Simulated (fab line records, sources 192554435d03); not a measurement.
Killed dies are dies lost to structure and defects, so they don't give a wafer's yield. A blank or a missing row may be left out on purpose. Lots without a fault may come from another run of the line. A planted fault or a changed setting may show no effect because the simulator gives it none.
A struck lot beside a sound one | flow n5_finfet | 34 steps out of a route of 1938
Sound: wafers L502.2, L502.4, L502.6. Struck: wafers L505.2, L505.3, L505.6. The cause comes at the end.
At each step with rows: each side's tool, then ch and its chambers, then its first start. Under that, the readings that differ: sound wafers | struck wafers | difference of the means | sigmas: that difference in standard deviations of wafers without a fault.
alike: readings whose means differ by less than 2 such deviations, and words and numbers that are the same on both sides. not compared: withheld readings, readings that some wafer has no value for, bounds like >300 that may hide the same value, and numbers for which the record gives no deviation and whose values overlap.
The two part at a step that has a row with sigmas, a row that says differs or no value, or rows on one side only. Numbers that don't overlap but have no deviation are shown without sigmas and don't part them. A reading that every wafer of one side lacks parts them only if that side has two wafers or more.

first, 11 steps without rows for these wafers: N5_BEOL_M13_TRENCH_ETCH_34 (etches SiOC in C4F8/O2/Ar, target depth 413.47 nm, time 162.6 s); N5_BEOL_M13_STRIP_70 (strips in C4F8/O2/Ar); N5_BEOL_M13_STRIP_37 (strips in N2/H2); N5_BEOL_M13_ETCH_38 (etches SiCN in CF4/N2, target depth 67.5 nm, time 71.9 s); N5_BEOL_M13_PRECLEAN_39 (cleans in residue remover, time 60 s); N5_BEOL_M13_SRD_40 (time 30 s, dry time 30 s); N5_BEOL_M13_DEGAS_41 (time 60 s); N5_BEOL_M13_PRE_CLEAN_42 (time 30 s); N5_BEOL_M13_SPUTTER_43 (material TaN, target thk 15 nm, time 24.19 s); N5_BEOL_M13_SPUTTER_44 (material Ta, target thk 10 nm, time 16.13 s); N5_BEOL_M13_SPUTTER_45 (material Cu, target thk 80 nm, time 13.33 s).
N5_BEOL_M13_ECD_47: material Cu, target thk 936 nm.
  sound on ecd_cu-02 ch 0,1, day 14 03:30; struck on ecd_cu-02 ch 0,1, day 15 08:46
then, 21 steps without rows for these wafers: N5_BEOL_M13_ANNEAL_48 (time 90 s); N5_BEOL_M13_CMP_49 (polishes, stops on SiOC, t overpolish 17.1 s, target thk 420 nm); N5_BEOL_M13_PRE_CLEAN_52 (time 15 s); N5_BEOL_M13_DEP_53 (deposits SiCN from 3MS/NH3, target thk 50 nm, time 17.8 s); N5_BEOL_M14_ILD_DEP_00 (deposits SiO2 from TEOS/O2, target thk 1119.3 nm, time 237.4 s); N5_BEOL_M14_COAT_58 (time 60 s, resist thk 89 nm); N5_BEOL_M14_COAT_04 (resist thk 800 nm); N5_BEOL_M14_EBR_06; N5_BEOL_M14_SOFTBAKE_05 (time 60 s); N5_BEOL_M14_EXPOSE_07 (exposes mask V13); N5_BEOL_M14_PEB_08 (peb time 90 s); N5_BEOL_M14_DEVELOP_09 (develop time 45 s); N5_BEOL_M14_HARDBAKE_14 (time 120 s); N5_BEOL_M14_DESCUM_15 (chemistry O2, time 7.9 s); N5_BEOL_M14_ETCH_59 (etches BARC in N2/H2, target depth 89 nm, overetch 26.7 nm, time 67.9 s); N5_BEOL_M14_VIA_ETCH_16 (etches SiO2 in C4F8/O2/Ar, target depth 1231.3 nm); N5_BEOL_M14_STRIP_63 (strips in O2); N5_BEOL_M14_STRIP_64 (strips in O2); N5_BEOL_M14_STRIP_71 (strips in post etch residue remover, time 60 s); N5_BEOL_M14_SRD_72 (time 30 s, dry time 30 s); N5_BEOL_M14_COAT_65 (time 60 s, resist thk 450 nm).
N5_PASSIVATION_PROBE_49:
  sound on prober-01, day 15 12:10; struck on prober-02, day 16 09:48
  reading                  | sound | struck         | difference | sigmas
  defect_limited_yield (%) | 88.9  | 65.1 62.7 63.5 | -25.1      | -18
  killed_at_M0_to_M3       | 52    | 22 20 16       | -33        | -3
  killed_at_M4_up          | 23    | 347 373 371    | +341       | +77
  killed_dies              | 131   | 412 440 431    | +297       | +17
  killed_on_rim            | 19    | 62 47 58       | +37        | +9
  killed_open              | 80    | 49 50 45       | -32        | -3
  killed_short             | 43    | 25 26 28       | -17        | -2
  sort_bin_4_leakage (%)   | 0     | 1.10 0 0       | +0.37      | +3
  sort_bin_5_function (%)  | 6.9   | 21.4 22.7 23.4 | +15.6      | +16
  sort_bin_6_memory (%)    | 3.6   | 11.2 12.5 10.4 | +7.8       | +12
  sort_n_pass              | 1049  | 755 740 749    | -301       | -18
  sort_yield_pct (%)       | 88.9  | 64.0 62.7 63.5 | -25.5      | -17
  alike: killed_at_contacts, killed_at_front_end, killed_at_other, sort_bin_8_speed

WHERE THEY PART
Only at N5_PASSIVATION_PROBE_49, within this record.

WHY: what the simulator had put in
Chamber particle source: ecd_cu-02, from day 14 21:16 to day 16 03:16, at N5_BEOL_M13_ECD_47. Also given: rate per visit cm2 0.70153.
